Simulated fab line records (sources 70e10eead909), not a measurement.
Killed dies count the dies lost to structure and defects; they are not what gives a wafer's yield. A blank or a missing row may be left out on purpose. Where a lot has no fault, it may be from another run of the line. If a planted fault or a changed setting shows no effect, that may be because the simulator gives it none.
fab line records	flow nand-harc
record lots=24	wafers=72	last-day=24
route steps=1159 shown P_GATE@172 P_M0@265 P_M1@296
lots that met no fault: from a run of the same line without faults
start-h: hours from the record's opening day to when the first of the lot's shown wafers began	wait-h: hours elapsed since this lot's preceding step	" repeats the value in the row above	L1.1+2: a row that stands for several wafers	- no value present, or no start provided	* or withheld: withheld	< > ~ a bound
route shown NAME@n: NAME is a module with steps in the file, n the number in the route of the first one	usual: mean/standard deviation taken from wafers without a fault	same: alike in all rows	chamber/n: place in a boat	sites: the reading at each site	_std_site: how widely they spread, as a standard deviation	_edge_site: inner sites' mean taken away from outer sites' mean	radius-mm: for every site, how far away it sits from the centre of the wafer	mask NAME#n: copy n	behind: tool/chamber where the wafer was last shaped	hold: the reason the lot was held/the length of the hold in hours/how it ended	device: which transistor (n, p or np) failed to switch	end of line: tests run on the same wafers once the route is complete	step lacking rows: just its recipe	killed: not the wafer's yield, but the dies lost to structure and defects at the first sort	map: a wafer's dies, marking killed ones x, the rest . and places with no die _
set.NAME: the setting that was run; set.NAME@STEP: the one run at that earlier step	model.NAME: the simulator's own value behind a step, which no gauge read
the route's steps for a sample of lots (tables are steps, rows are wafers)
services: the hour from which a tool's chamber was out of use, counted from the record's first day as start-h (under 0 if before that day), plus the number of hours and why
## steps
# step NHARC_P_GATE_DESCUM_48
# recipe time-s=3	o2-flow-sccm=200	ar-flow-sccm=0	bias-power-w=0	chemistry=O2
# usual drypump-motor-current-A=5.4/0.39	mfc-ar-sccm=0.011/0.011	oes-product-au=0.998/0.01	rf-vpp-V=58.0/0.94	showerhead-plenum-p-Torr=1.97/0.076	throttle-valve-pct=11.311/0.0094
# same time-s=3
lot.wafer	tool	chamber	start-h	wait-h	drypump-motor-current-A	mfc-ar-sccm	oes-product-au	rf-hours-counter-h	rf-vpp-V	showerhead-plenum-p-Torr	throttle-valve-pct
L074.4	rie-diel-07	3	102.07	-	5.6	0.011	0.993	9	58.0	2.05	11.317
L074.2	"	2	"	"	5.4	0.011	1.001	11	57.3	1.97	11.304
L074.6	"	3	"	"	5.6	0.011	0.990	-	59.1	2.05	11.299
L075.2	rie-diel-07	1	112.90	-	5.5	0.017	1.021	10	59.3	2.04	11.311
L075.3	"	3	"	"	5.6	0.011	0.994	12	58.9	2.05	11.326
L075.5	"	0	"	"	5.1	0	1.006	-	56.9	1.97	11.311
L076.2	rie-diel-03	0	114.60	-	5.5	0.016	0.995	25	57.5	1.90	11.297
L076.3	"	2	"	"	4.7	0	0.998	26	58.1	2.00	11.303
L076.6	"	0	"	"	5.5	0.016	1.001	-	57.5	1.90	11.315
L077.2	rie-diel-07	2	121.28	-	5.4	0.011	0.999	14	57.1	1.97	11.306
L077.3	"	1	"	"	5.5	0.017	1.017	11	58.1	2.04	11.304
L077.5	"	2	"	"	5.5	0.011	0.999	-	56.0	1.97	11.316
L078.3	rie-diel-07	1	122.79	-	5.5	0.017	1.017	11	58.1	2.04	11.309
L078.2	"	2	"	"	5.4	0.011	1.017	14	58.1	1.97	11.314
L078.5	"	3	"	"	5.6	0.011	0.990	-	58.8	2.05	11.301
L080.2	rie-diel-07	1	131.47	-	5.5	0.017	1.013	12	57.6	2.04	11.307
L080.6	"	1	"	"	5.5	0.017	1.010	-	59.1	2.04	11.311
L080.5	"	2	"	"	5.4	0.011	1.006	-	58.6	1.97	11.316
L079.3	rie-diel-03	1	132.65	-	6.3	0.008	1.010	33	57.8	1.98	11.314
L079.4	"	0	"	"	5.5	0.016	1.000	30	58.4	1.90	11.310
L079.5	"	1	"	"	6.3	0.008	1.008	-	58.2	1.98	11.310
L081.2	rie-diel-07	3	140.50	-	5.6	0.011	0.987	15	58.7	2.04	11.304
L081.4	"	0	"	"	5.0	0	1.000	14	57.6	1.97	11.311
L081.6	"	1	"	"	5.5	0.017	1.005	-	57.8	2.04	11.310
L082.3	rie-diel-03	0	147.91	-	5.5	0.016	0.999	35	57.5	1.90	11.321
L082.2	"	2	"	"	4.7	0	1.000	36	58.2	2.00	11.302
L082.6	"	0	"	"	5.5	0.016	1.004	-	57.1	1.90	11.309
L083.3	rie-diel-07	3	161.26	-	5.6	0.011	0.999	20	57.5	2.04	11.309
L083.2	"	0	"	"	5.1	0	0.995	19	58.5	1.97	11.326
L083.1	"	2	"	"	5.5	0.011	0.985	22	57.9	1.97	11.303
L085.3	rie-diel-06	1	169.39	-	5.0	0	1.004	38	59.6	1.87	11.310
L085.4	"	2	"	"	5.5	0.000	1.005	39	56.4	1.78	11.313
L085.2	"	3	"	"	6.1	0	0.974	28	58.6	1.82	11.310
L084.3	rie-diel-07	3	170.10	-	5.6	0.011	0.992	22	57.3	2.04	11.317
L084.4	"	1	"	"	5.5	0.017	1.006	21	58.7	2.04	11.301
L084.5	"	2	"	"	5.5	0.011	0.988	-	57.4	1.97	11.306
L088.2	rie-diel-07	1	179.17	-	5.5	0.017	1.006	23	57.3	2.04	11.296
L088.5	"	3	"	"	5.6	0.011	0.992	-	57.5	2.04	11.324
L088.6	"	0	"	"	5.0	0	0.998	-	56.9	1.96	11.303
L087.1	rie-diel-07	0	179.83	-	5.1	0	0.996	22	58.9	1.96	11.318
L087.3	"	3	"	"	5.6	0.011	0.992	24	58.6	2.04	11.331
L087.6	"	1	"	"	5.5	0.017	1.010	-	58.9	2.04	11.320
L086.1	rie-diel-06	0	180.33	-	5.7	0	0.999	38	58.0	1.83	11.314
L086.4	"	1	"	"	5.0	0	1.007	43	59.5	1.87	11.307
L086.3	"	3	"	"	6.1	0	0.985	32	56.5	1.82	11.322
L090.2	rie-diel-07	1	198.65	-	5.5	0.017	1.006	26	57.3	2.04	11.306
L090.6	"	0	"	"	5.0	0	1.008	-	57.5	1.96	11.307
L090.5	"	1	"	"	5.5	0.017	1.008	-	57.6	2.04	11.305
L089.1	rie-diel-07	2	198.82	-	5.5	0.011	1.005	30	58.4	1.97	11.318
L089.2	"	0	"	"	5.1	0	0.992	25	56.5	1.96	11.307
L089.6	"	1	"	"	5.5	0.017	1.012	-	56.7	2.04	11.315
L091.2	rie-diel-03	1	204.93	-	6.3	0.008	1.005	60	58.5	1.97	11.308
L091.3	"	3	"	"	5.5	0.044	1.006	56	57.3	1.77	11.300
L091.6	"	0	"	"	5.5	0.016	1.007	-	58.9	1.89	11.319
L092.2	rie-diel-03	1	205.07	-	6.3	0.008	1.005	60	57.8	1.97	11.318
L092.3	"	3	"	"	5.5	0.044	0.994	56	57.4	1.77	11.313
L092.6	"	0	"	"	5.5	0.016	0.998	-	55.8	1.89	11.308
L094.3	rie-diel-07	3	215.32	-	5.6	0.011	0.969	31	57.7	2.04	11.322
L094.5	"	1	"	"	5.5	0.017	1.001	-	57.5	2.04	11.306
L094.4	"	0	"	"	5.1	0	0.992	-	57.2	1.96	11.311
L093.3	rie-diel-07	1	215.47	-	5.5	0.017	1.000	30	57.0	2.04	11.301
L093.2	"	3	"	"	5.6	0.011	0.982	31	58.2	2.04	11.298
L093.5	"	1	"	"	5.5	0.017	1.002	-	60.7	2.03	11.319
L095.1	rie-diel-03	1	231.28	-	6.3	0.008	1.008	2	58.1	1.97	11.302
L095.2	"	3	"	"	5.5	0.044	0.988	2	58.1	2.08	11.316
L095.4	"	0	"	"	5.5	0.016	0.993	2	59.4	1.89	11.310
L096.3	rie-diel-03	1	237.11	-	6.3	0.008	1.003	6	58.5	1.97	11.302
L096.6	"	2	"	"	4.7	0	0.984	-	59.0	1.99	11.301
L096.5	"	3	"	"	5.5	0.044	0.974	-	58.8	2.08	11.315
L097.2	rie-diel-03	0	243.18	-	5.5	0.016	0.986	5	58.2	1.89	11.307
L097.6	"	3	"	"	5.5	0.044	0.997	-	59.3	2.07	11.320
L097.5	"	0	"	"	5.5	0.016	0.983	-	58.1	1.89	11.313
# step NHARC_P_GATE_DESCUM_61
# recipe time-s=3	o2-flow-sccm=200	ar-flow-sccm=0	bias-power-w=0	chemistry=O2
# usual drypump-motor-current-A=5.5/0.37	mfc-ar-sccm=0.008/0.01	oes-product-au=0.999/0.01	rf-vpp-V=57.7/0.95	showerhead-plenum-p-Torr=1.93/0.093	throttle-valve-pct=11.312/0.0095
# same time-s=3
lot.wafer	tool	chamber	start-h	wait-h	drypump-motor-current-A	mfc-ar-sccm	oes-product-au	rf-hours-counter-h	rf-vpp-V	showerhead-plenum-p-Torr	throttle-valve-pct
L074.4	rie-diel-07	2	103.87	-	5.4	0.011	0.994	11	56.6	1.97	11.311
L074.2	"	3	"	"	5.6	0.011	0.987	10	59.2	2.05	11.300
L074.6	"	0	"	"	5.1	0	1.013	-	56.1	1.97	11.307
L075.2	rie-diel-06	2	114.53	-	5.6	0.000	1.019	18	57.9	1.78	11.299
L075.3	"	3	"	"	6.1	0	0.996	11	56.8	1.82	11.299
L075.5	"	2	"	"	5.5	0.000	1.018	-	55.9	1.78	11.314
L076.3	rie-diel-03	0	116.61	-	5.5	0.016	0.995	25	58.1	1.90	11.315
L076.2	"	3	"	"	5.5	0.044	0.984	25	56.6	1.78	11.326
L076.6	"	0	"	"	5.5	0.016	0.993	-	58.4	1.90	11.329
L077.3	rie-diel-07	2	123.00	-	5.4	0.011	0.988	14	57.2	1.97	11.312
L077.2	"	0	"	"	5.1	0	0.997	12	58.3	1.97	11.309
L077.5	"	3	"	"	5.6	0.011	0.984	-	57.7	2.05	11.308
L078.3	rie-diel-07	2	124.41	-	5.4	0.011	0.991	14	58.5	1.97	11.301
L078.2	"	3	"	"	5.6	0.011	0.992	13	59.5	2.05	11.317
L078.5	"	2	"	"	5.4	0.011	1.005	-	57.2	1.97	11.310
L080.2	rie-diel-07	1	133.24	-	5.5	0.017	1.008	12	58.9	2.04	11.307
L080.6	"	0	"	"	5.1	0	1.000	-	58.4	1.97	11.310
L080.5	"	1	"	"	5.5	0.017	1.005	-	58.2	2.04	11.308
L079.3	rie-diel-07	0	134.27	-	5.0	0	1.006	13	58.8	1.97	11.336
L079.4	"	3	"	"	5.5	0.011	0.997	15	59.4	2.04	11.316
L079.5	"	0	"	"	5.1	0	0.990	-	57.9	1.97	11.301
L081.4	rie-diel-03	3	142.27	-	5.5	0.044	0.998	32	57.9	1.78	11.323
L081.2	"	0	"	"	5.5	0.016	1.009	33	56.8	1.90	11.308
L081.6	"	2	"	"	4.7	0	0.989	-	57.8	2.00	11.327
L082.3	rie-diel-06	1	149.53	-	5.0	0	1.010	31	57.2	1.87	11.316
L082.2	"	3	"	"	6.1	0	0.992	22	57.0	1.82	11.317
L082.6	"	1	"	"	5.0	0	1.006	-	55.8	1.87	11.309
L083.3	rie-diel-07	0	163.02	-	5.0	0	1.004	19	57.5	1.97	11.309
L083.2	"	1	"	"	5.5	0.017	1.019	19	58.5	2.04	11.304
L083.1	"	2	"	"	5.4	0.011	0.994	23	57.8	1.97	11.314
L085.2	rie-diel-07	0	171.16	-	5.0	0	1.000	21	57.6	1.97	11.308
L085.4	"	1	"	"	5.5	0.017	1.003	21	59.5	2.04	11.318
L085.3	"	3	"	"	5.6	0.011	0.992	22	58.6	2.04	11.309
L084.3	rie-diel-03	0	171.87	-	5.5	0.016	0.998	43	57.9	1.90	11.314
L084.4	"	1	"	"	6.3	0.008	0.990	46	57.2	1.97	11.313
L084.5	"	3	"	"	5.5	0.044	0.984	-	57.8	1.78	11.305
L088.2	rie-diel-06	0	180.90	-	5.6	0	1.016	38	57.6	1.83	11.306
L088.5	"	0	"	"	5.7	0	1.005	-	56.4	1.83	11.295
L088.6	"	1	"	"	5.0	0	0.999	-	57.6	1.87	11.309
L087.3	rie-diel-06	2	181.59	-	5.6	0.000	1.008	43	56.6	1.78	11.323
L087.1	"	3	"	"	6.1	0	0.981	32	57.1	1.82	11.316
L087.6	"	3	"	"	6.1	0	0.987	-	55.7	1.82	11.298
L086.4	rie-diel-03	1	182.12	-	6.3	0.008	0.995	50	58.3	1.97	11.312
L086.1	"	2	"	"	4.7	0	0.989	48	59.4	2.00	11.310
L086.3	"	3	"	"	5.5	0.044	0.997	45	55.9	1.77	11.326
L090.2	rie-diel-07	2	200.28	-	5.5	0.011	0.988	31	58.4	1.97	11.333
L090.6	"	1	"	"	5.5	0.017	1.004	-	58.3	2.04	11.320
L090.5	"	2	"	"	5.5	0.011	0.992	-	57.5	1.97	11.313
L089.2	rie-diel-07	3	200.59	-	5.6	0.011	0.992	28	59.3	2.04	11.320
L089.1	"	2	"	"	5.4	0.011	1.001	31	57.2	1.97	11.320
L089.6	"	3	"	"	5.6	0.011	0.983	-	58.8	2.04	11.319
L091.3	rie-diel-07	2	206.55	-	5.4	0.011	1.001	32	59.2	1.97	11.310
L091.2	"	3	"	"	5.6	0.011	0.981	29	58.3	2.04	11.311
L091.6	"	2	"	"	5.4	0.011	0.999	-	58.5	1.97	11.313
L092.2	rie-diel-03	0	206.82	-	5.5	0.016	1.002	57	57.6	1.89	11.308
L092.3	"	1	"	"	6.3	0.008	0.991	61	58.5	1.97	11.304
L092.6	"	1	"	"	6.3	0.008	1.002	-	58.6	1.97	11.299
L094.3	rie-diel-06	1	217.17	-	5.0	0	1.003	56	58.6	1.87	11.302
L094.4	"	0	"	"	5.7	0	1.001	-	58.5	1.82	11.310
L094.5	"	2	"	"	5.5	0.000	1.006	-	57.7	1.77	11.317
L093.2	rie-diel-06	1	217.30	-	5.0	0	0.998	56	58.2	1.87	11.323
L093.3	"	0	"	"	5.7	0	1.006	50	58.1	1.82	11.313
L093.5	"	2	"	"	5.5	0.000	1.012	-	57.6	1.77	11.308
L095.2	rie-diel-06	0	233.03	-	5.7	0	0.999	56	57.9	1.82	11.293
L095.1	"	1	"	"	5.0	0	0.995	63	57.3	1.86	11.328
L095.4	"	1	"	"	5.0	0	1.005	-	58.4	1.86	11.320
L096.3	rie-diel-07	1	238.83	-	5.5	0.017	0.993	0	58.2	2.03	11.312
L096.6	"	1	"	"	5.5	0.017	1.002	-	58.2	2.03	11.311
L096.5	"	2	"	"	5.4	0.011	0.997	-	56.4	1.97	11.321
L097.2	rie-diel-07	2	244.85	-	5.4	0.011	0.996	3	57.4	1.97	11.317
L097.6	"	3	"	"	5.6	0.011	0.982	-	57.9	2.04	11.310
L097.5	"	0	"	"	5.1	0	0.990	-	56.5	1.96	11.295
# step NHARC_P_M0_INSPECT_11
# usual raw-defect-count=3.7/2.3
lot.wafer	tool	chamber	start-h	wait-h	raw-defect-count
L074.2	defect-inspect-02	-	123.13	0.0	3
L074.4	"	-	"	"	5
L074.6	"	-	"	"	6
L075.2	defect-inspect-02	-	130.07	0.0	2
L075.3	"	-	"	"	2
L075.5	"	-	"	"	1
L076.2	defect-inspect-01	-	133.84	0.0	5
L076.3	"	-	"	"	3
L076.6	"	-	"	"	3
L077.2	defect-inspect-02	-	139.78	0.0	5
L077.3	"	-	"	"	4
L077.5	"	-	"	"	5
L078.2	defect-inspect-02	-	142.90	0.0	2
L078.3	"	-	"	"	1
L078.5	"	-	"	"	1
L080.2	defect-inspect-01	-	144.96	0.0	2
L080.5	"	-	"	"	2
L080.6	"	-	"	"	4
L079.3	defect-inspect-02	-	145.56	0.0	1
L079.4	"	-	"	"	3
L079.5	"	-	"	"	1
L081.2	defect-inspect-01	-	157.45	0.0	4
L081.4	"	-	"	"	0
L081.6	"	-	"	"	3
L082.2	defect-inspect-01	-	159.81	0.0	3
L082.3	"	-	"	"	6
L082.6	"	-	"	"	2
L083.1	defect-inspect-01	-	174.24	0.0	2
L083.2	"	-	"	"	2
L083.3	"	-	"	"	2
L085.2	defect-inspect-01	-	181.67	0.0	2
L085.3	"	-	"	"	0
L085.4	"	-	"	"	6
L084.3	defect-inspect-01	-	182.47	0.0	6
L084.4	"	-	"	"	2
L084.5	"	-	"	"	4
L088.2	defect-inspect-01	-	194.77	0.0	2
L088.5	"	-	"	"	3
L088.6	"	-	"	"	7
L087.1	defect-inspect-01	-	195.95	0.0	9
L087.3	"	-	"	"	8
L087.6	"	-	"	"	2
L086.1	defect-inspect-01	-	196.61	0.0	4
L086.3	"	-	"	"	4
L086.4	"	-	"	"	4
L090.2	defect-inspect-02	-	214.04	0.0	3
L090.5	"	-	"	"	8
L090.6	"	-	"	"	2
L089.1	defect-inspect-02	-	214.60	0.0	2
L089.2	"	-	"	"	0
L089.6	"	-	"	"	1
L091.2	defect-inspect-01	-	221.20	0.0	2
L091.3	"	-	"	"	4
L091.6	"	-	"	"	3
L092.2	defect-inspect-02	-	221.62	0.0	3
L092.3	"	-	"	"	0
L092.6	"	-	"	"	1
L094.3	defect-inspect-02	-	230.98	0.0	8
L094.4	"	-	"	"	8
L094.5	"	-	"	"	2
L093.2	defect-inspect-02	-	231.84	0.0	6
L093.3	"	-	"	"	2
L093.5	"	-	"	"	3
L095.1	defect-inspect-01	-	250.12	0.0	5
L095.2	"	-	"	"	3
L095.4	"	-	"	"	3
L096.3	defect-inspect-01	-	252.61	0.0	8
L096.5	"	-	"	"	5
L096.6	"	-	"	"	8
L097.2	defect-inspect-02	-	264.29	0.0	7
L097.5	"	-	"	"	7
L097.6	"	-	"	"	4
# step NHARC_P_M0_PVD_21
# recipe target-thk-a=300	chamber-pressure-pa=5	power-w=5000	substrate-temp-c=30	time-s=20.49	material=Cu
# usual cathode-dc-power-W=5000.0/0.93	throttle-valve-pct=29.5/0.83
# same time-s=20.49
lot.wafer	tool	chamber	start-h	wait-h	cathode-dc-power-W	throttle-valve-pct
L074.2	pvd-sputter-02	-	-	-	5000.9	29.7
L074.4	"	-	"	"	5000.1	29.2
L074.6	"	-	"	"	5000.0	29.4
L075.3	pvd-sputter-01	-	-	-	5000.6	31.1
L075.2	"	-	"	"	4999.9	28.8
L075.5	"	-	"	"	5001.9	30.8
L076.2	pvd-sputter-03	-	-	-	4998.7	28.2
L076.3	"	-	"	"	4999.7	29.3
L076.6	"	-	"	"	5000.1	29.3
L077.3	pvd-sputter-03	-	-	-	4999.1	29.1
L077.2	"	-	"	"	4999.9	29.5
L077.5	"	-	"	"	4999.9	28.1
L078.2	pvd-sputter-01	-	-	-	5000.1	29.8
L078.3	"	-	"	"	4999.5	28.8
L078.5	"	-	"	"	5001.4	29.7
L080.2	pvd-sputter-02	-	-	-	4999.5	30.5
L080.6	"	-	"	"	5000.1	30.0
L080.5	"	-	"	"	5000.5	29.7
L079.3	pvd-sputter-01	-	-	-	5000.5	29.6
L079.4	"	-	"	"	5000.0	28.5
L079.5	"	-	"	"	5000.0	31.0
L081.4	pvd-sputter-02	-	-	-	4999.6	29.9
L081.2	"	-	"	"	4999.6	29.0
L081.6	"	-	"	"	5000.8	29.9
L082.2	pvd-sputter-03	-	-	-	4999.5	28.2
L082.3	"	-	"	"	5001.3	29.4
L082.6	"	-	"	"	5000.5	29.6
L083.3	pvd-sputter-01	-	-	-	4999.6	28.5
L083.2	"	-	"	"	4998.4	30.1
L083.1	"	-	"	"	5000.0	30.9
L085.4	pvd-sputter-03	-	-	-	4998.4	29.2
L085.2	"	-	"	"	5001.7	30.1
L085.3	"	-	"	"	4999.2	28.3
L084.4	pvd-sputter-01	-	-	-	5000.8	28.4
L084.3	"	-	"	"	5000.1	30.0
L084.5	"	-	"	"	5000.8	30.9
L088.2	pvd-sputter-03	-	-	-	5000.9	29.7
L088.5	"	-	"	"	4998.8	29.5
L088.6	"	-	"	"	5000.9	29.9
L087.1	pvd-sputter-01	-	-	-	4999.6	28.6
L087.3	"	-	"	"	5001.5	28.1
L087.6	"	-	"	"	5001.4	30.4
L086.4	pvd-sputter-02	-	-	-	5000.1	29.8
L086.1	"	-	"	"	5000.3	29.3
L086.3	"	-	"	"	4998.9	30.7
L090.2	pvd-sputter-03	-	-	-	4999.5	28.2
L090.5	"	-	"	"	5001.6	29.9
L090.6	"	-	"	"	4998.8	28.3
L089.2	pvd-sputter-01	-	-	-	5000.0	30.1
L089.1	"	-	"	"	4999.3	28.9
L089.6	"	-	"	"	4998.6	29.0
L091.3	pvd-sputter-01	-	-	-	5000.2	29.0
L091.2	"	-	"	"	4999.5	31.2
L091.6	"	-	"	"	4998.6	29.0
L092.2	pvd-sputter-01	-	-	-	5000.8	31.0
L092.3	"	-	"	"	4999.8	28.4
L092.6	"	-	"	"	4998.9	30.0
L094.3	pvd-sputter-02	-	-	-	4999.9	29.7
L094.4	"	-	"	"	5000.2	29.6
L094.5	"	-	"	"	4999.0	29.9
L093.3	pvd-sputter-01	-	-	-	5000.2	31.0
L093.2	"	-	"	"	4999.9	28.4
L093.5	"	-	"	"	5000.3	31.0
L095.1	pvd-sputter-03	-	-	-	4998.4	29.1
L095.2	"	-	"	"	4999.1	28.2
L095.4	"	-	"	"	4999.7	29.2
L096.3	pvd-sputter-03	-	-	-	4998.5	28.3
L096.6	"	-	"	"	4999.9	29.3
L096.5	"	-	"	"	5000.7	29.3
L097.2	pvd-sputter-01	-	-	-	5000.0	30.3
L097.5	"	-	"	"	5000.4	30.3
L097.6	"	-	"	"	4999.4	28.7
# step NHARC_P_M1_OVL_MEAS_10
# recipe pitch-nm=260
# usual overlay-x-nm=-0.2/0.86	overlay-y-nm=-0.4/0.94
lot.wafer	tool	chamber	start-h	wait-h	overlay-x-nm	overlay-y-nm
L074.2	overlay-02	-	127.15	-	0.3	-0.6
L074.4	"	-	"	"	0.7	-0.1
L074.6	"	-	"	"	0.7	0.5
L075.2	overlay-02	-	134.11	-	-0.9	-1.0
L075.3	"	-	"	"	-0.4	-1.1
L075.5	"	-	"	"	-0.2	-1.1
L076.2	overlay-01	-	138.02	-	0.5	0.5
L076.3	"	-	"	"	0.1	0.8
L076.6	"	-	"	"	0.3	0.3
L077.2	overlay-01	-	143.68	-	-0.2	-1.3
L077.3	"	-	"	"	0.0	-1.0
L077.5	"	-	"	"	-0.2	-1.5
L078.2	overlay-02	-	146.79	-	1.3	-0.8
L078.3	"	-	"	"	2.0	-1.0
L078.5	"	-	"	"	1.9	-1.2
L080.2	overlay-02	-	149.27	-	0.0	-1.4
L080.5	"	-	"	"	0.8	-1.3
L080.6	"	-	"	"	0.4	-1.4
L079.3	overlay-01	-	149.62	-	0.7	-0.7
L079.4	"	-	"	"	0.1	-0.9
L079.5	"	-	"	"	0.3	-0.9
L081.2	overlay-01	-	161.48	-	-2.0	-3.0
L081.4	"	-	"	"	-1.2	-3.3
L081.6	"	-	"	"	-1.9	-3.1
L082.2	overlay-02	-	163.70	-	-0.4	-0.3
L082.3	"	-	"	"	-0.9	0.0
L082.6	"	-	"	"	-0.4	-0.5
L083.1	overlay-02	-	178.25	-	0.3	-0.2
L083.2	"	-	"	"	-0.1	0.4
L083.3	"	-	"	"	0.1	0.2
L085.2	overlay-02	-	185.71	-	-0.3	-0.9
L085.3	"	-	"	"	-1.1	-0.8
L085.4	"	-	"	"	-0.5	-0.3
L084.3	overlay-01	-	186.67	-	-0.4	0.0
L084.4	"	-	"	"	-0.7	0.0
L084.5	"	-	"	"	-0.2	0.2
L088.2	overlay-02	-	199.05	-	-1.7	0.7
L088.5	"	-	"	"	-1.5	0.8
L088.6	"	-	"	"	-1.5	0.8
L087.1	overlay-01	-	200.75	-	-0.2	-0.8
L087.3	"	-	"	"	0.0	-1.0
L087.6	"	-	"	"	0.0	-1.2
L086.1	overlay-02	-	200.78	-	-1.6	-0.7
L086.3	"	-	"	"	-1.0	-0.5
L086.4	"	-	"	"	-0.7	-0.5
L090.2	overlay-02	-	218.12	-	-0.4	-1.2
L090.5	"	-	"	"	0.0	-1.6
L090.6	"	-	"	"	-0.4	-1.3
L089.1	overlay-01	-	218.81	-	-0.3	-0.7
L089.2	"	-	"	"	0.0	-0.4
L089.6	"	-	"	"	0.3	-0.3
L091.2	overlay-01	-	225.47	-	-0.2	0.7
L091.3	"	-	"	"	-0.2	0.9
L091.6	"	-	"	"	0.2	0.5
L092.2	overlay-02	-	226.15	-	-0.4	1.3
L092.3	"	-	"	"	-1.0	1.2
L092.6	"	-	"	"	-1.0	1.0
L094.3	overlay-02	-	234.93	-	0.4	0.0
L094.4	"	-	"	"	0.5	-0.7
L094.5	"	-	"	"	0.3	0.1
L093.2	overlay-01	-	235.77	-	0.7	0.8
L093.3	"	-	"	"	0.5	0.2
L093.5	"	-	"	"	0.1	-0.2
L095.1	overlay-02	-	254.05	-	-1.5	1.1
L095.2	"	-	"	"	-1.5	1.2
L095.4	"	-	"	"	-1.3	0.7
L096.3	overlay-01	-	256.68	-	0.9	-0.4
L096.5	"	-	"	"	1.0	-0.7
L096.6	"	-	"	"	1.5	-0.2
L097.2	overlay-02	-	268.31	-	-1.3	0.0
L097.5	"	-	"	"	-1.0	-0.1
L097.6	"	-	"	"	-1.4	-0.2
# step NHARC_P_M1_DEGAS_29
# recipe temp-c=250	time-s=60
# usual heater-power-w=331/39
# same time-s=60
lot.wafer	tool	chamber	start-h	wait-h	heater-power-w
L074.2	pvd-sputter-02	-	128.28	-	317
L074.4	"	-	"	"	309
L074.6	"	-	"	"	418
L075.2	pvd-sputter-01	-	135.23	-	312
L075.3	"	-	"	"	348
L075.5	"	-	"	"	302
L076.2	pvd-sputter-03	-	139.14	-	348
L076.3	"	-	"	"	301
L076.6	"	-	"	"	303
L077.2	pvd-sputter-03	-	144.80	-	301
L077.3	"	-	"	"	327
L077.5	"	-	"	"	314
L078.3	pvd-sputter-01	-	147.98	-	296
L078.2	"	-	"	"	315
L078.5	"	-	"	"	351
L080.2	pvd-sputter-01	-	150.50	-	355
L080.6	"	-	"	"	344
L080.5	"	-	"	"	302
L079.4	pvd-sputter-02	-	150.81	-	299
L079.3	"	-	"	"	314
L079.5	"	-	"	"	322
L081.4	pvd-sputter-02	-	162.67	-	316
L081.2	"	-	"	"	410
L081.6	"	-	"	"	319
L082.3	pvd-sputter-02	-	164.94	-	419
L082.2	"	-	"	"	308
L082.6	"	-	"	"	418
L083.3	pvd-sputter-02	-	179.41	-	325
L083.2	"	-	"	"	315
L083.1	"	-	"	"	306
L085.3	pvd-sputter-03	-	186.84	-	302
L085.4	"	-	"	"	296
L085.2	"	-	"	"	331
L084.4	pvd-sputter-02	-	187.85	-	414
L084.3	"	-	"	"	325
L084.5	"	-	"	"	315
L088.2	pvd-sputter-01	-	200.18	-	352
L088.6	"	-	"	"	309
L088.5	"	-	"	"	325
L087.3	pvd-sputter-01	-	201.88	-	288
L087.1	"	-	"	"	319
L087.6	"	-	"	"	324
L086.1	pvd-sputter-02	-	202.25	-	427
L086.3	"	-	"	"	310
L086.4	"	-	"	"	311
L090.2	pvd-sputter-03	-	219.24	-	335
L090.6	"	-	"	"	335
L090.5	"	-	"	"	306
L089.2	pvd-sputter-01	-	219.94	-	288
L089.1	"	-	"	"	316
L089.6	"	-	"	"	291
L091.3	pvd-sputter-01	-	226.60	-	319
L091.2	"	-	"	"	309
L091.6	"	-	"	"	293
L092.2	pvd-sputter-01	-	227.29	-	317
L092.3	"	-	"	"	323
L092.6	"	-	"	"	362
L094.4	pvd-sputter-03	-	236.07	-	310
L094.3	"	-	"	"	322
L094.5	"	-	"	"	334
L093.2	pvd-sputter-02	-	236.89	-	445
L093.3	"	-	"	"	309
L093.5	"	-	"	"	434
L095.4	pvd-sputter-02	-	255.18	-	437
L095.1	"	-	"	"	313
L095.2	"	-	"	"	301
L096.3	pvd-sputter-02	-	257.79	-	322
L096.5	"	-	"	"	314
L096.6	"	-	"	"	310
L097.2	pvd-sputter-02	-	269.86	-	429
L097.5	"	-	"	"	307
L097.6	"	-	"	"	310
## services
tool	chamber	start-h	hours	kind
rie-diel-07	0	84.71	-	clean
rie-diel-07	1	84.71	-	clean
rie-diel-07	2	84.71	-	clean
rie-diel-07	3	84.71	-	clean
rie-diel-06	3	99.58	9.5	repair
pvd-sputter-03	-	102.00	10.0	pm
rie-diel-07	0	109.32	-	clean
rie-diel-07	1	109.32	-	clean
rie-diel-07	2	109.32	-	clean
rie-diel-07	3	109.32	-	clean
rie-diel-07	0	133.82	-	clean
rie-diel-07	1	133.82	-	clean
rie-diel-07	2	133.82	-	clean
rie-diel-07	3	133.82	-	clean
pvd-sputter-01	-	158.36	10.0	pm
pvd-sputter-03	-	200.98	2.4	repair
rie-diel-06	-	209.21	0.9	repair
pvd-sputter-02	-	214.02	10.0	pm
rie-diel-06	3	214.06	39.4	repair
rie-diel-03	-	215.83	9.0	pm
rie-diel-07	-	228.21	9.0	pm
rie-diel-06	-	241.51	9.0	pm
pvd-sputter-01	-	242.87	4.6	repair
rie-diel-06	3	263.77	7.5	repair
## key
fault none
